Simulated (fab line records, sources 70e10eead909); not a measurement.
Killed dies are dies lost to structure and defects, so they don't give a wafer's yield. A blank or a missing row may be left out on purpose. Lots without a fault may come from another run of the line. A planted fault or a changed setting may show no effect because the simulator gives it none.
Chamber matching | flow nand_harc | NHARC_A_CONTACT_ETCH_75 on rie_diel-06: 4 sister chambers
The step etches the open film in CF4, target depth 39 nm, time 65 s. 4 wafers are shown with their chamber, then 7 later ones without.

WAFERS WITH THEIR CHAMBER
wafer  | chamber | drypump_motor_current_A (A)
L114.4 | 2       | 5.8
L122.6 | 0       | 6.1
L133.3 | 1       | 4.8
L133.4 | 3       | 5.9

WAFERS WITHOUT THEIR CHAMBER
wafer  | drypump_motor_current_A (A)
L133.6 | 6.1
L132.2 | 6.1
L132.4 | 5.9
L132.5 | 4.9
L135.1 | 5.8
L135.2 | 6.1
L135.5 | 5.9

WHICH CHAMBER EACH WENT THROUGH
wafer  | from the rows above | in truth
L133.6 | 0                   | 0
L132.2 | 0                   | 0
L132.4 | 3                   | 3
L132.5 | 1                   | 1
L135.1 | 2                   | 2
L135.2 | 0                   | 0
L135.5 | 3                   | 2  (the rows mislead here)
Placed correctly: 6 of 7. Can't be placed from these rows: 0. Placed wrongly: 1.
How it was worked out, from the rows above alone: a wafer's distance from a chamber is the root of the sum, over the readings, of the square of ((its reading less the chamber's mean) divided by the reading's scatter). The wafer belongs to the nearest chamber; if the next one is less than 2 further off, it can't be placed. A chamber's mean is the mean of its shown wafers. The scatter: with one shown wafer a chamber, the root of the mean of the squares of how far each hidden wafer lies from its nearest shown one.
